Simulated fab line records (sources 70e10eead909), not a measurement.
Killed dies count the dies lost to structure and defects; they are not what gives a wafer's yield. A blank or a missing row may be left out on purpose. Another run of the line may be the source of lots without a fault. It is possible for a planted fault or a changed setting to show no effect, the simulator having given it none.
Which tool is to blame? + flow nandHarc + at 1 step of a route of 1302, 12 lots with 36 wafers sampled

## WHAT EACH GAUGE READ, for each wafer
NHARC_P_M0_OVL_MEAS_10: pitch 180 nm.
| lot  | measured     | on         | overlayXNm (nm) |
|------|--------------|------------|-----------------|
| L075 | day 6 13:20  | overlay-01 | 1.1 0.6 0.4     |
| L077 | day 7 05:47  | overlay-01 | -1.0 -1.2 -1.1  |
| L079 | day 8 11:14  | overlay-02 | 1.5 1.1 1.5     |
| L081 | day 8 22:16  | overlay-01 | -1.9 -2.0 -2.0  |
| L083 | day 9 23:11  | overlay-02 | -1.5 -2.0 -1.9  |
| L085 | day 10 16:14 | overlay-01 | 0.5 0.6 0.7     |
| L087 | day 11 08:56 | overlay-01 | -0.1 -0.2 0.4   |
| L089 | day 12 14:50 | overlay-02 | 0.6 0.8 1.1     |
| L091 | day 13 02:11 | overlay-01 | -0.3 0.0 -0.6   |
| L093 | day 13 23:48 | overlay-01 | 0.5 -0.1 0.1    |
| L095 | day 14 16:56 | overlay-01 | 1.1 0.5 0.4     |
| L097 | day 15 17:18 | overlay-01 | 0.8 0.7 0.5     |

## TOOL THAT RAN EACH LOT (tool first, then ch and the chambers of the sampled wafers, then the start)
Before these readings, the record contains no process step.

## THE ANSWER, worked out from the rows above alone
Rule: the lots themselves supply what counts as usual. Put in order of their means at a reading, lots are off if they are a third of the lots or fewer, leave a main group of 4 or more, and stand apart from it by a gap of 3 or more times the standard deviation of the main group's means; of several such gaps the widest counts. A main group whose means are all the same, to the digits that the tables above print for the reading, isn't used. Also off: a lot with no number at a reading for which 4 or more lots have one. All remaining lots with rows at the step are treated as sound.
Nothing can be told from this: no lot is off at any reading shown.

## WHAT THE SIMULATOR PUT IN
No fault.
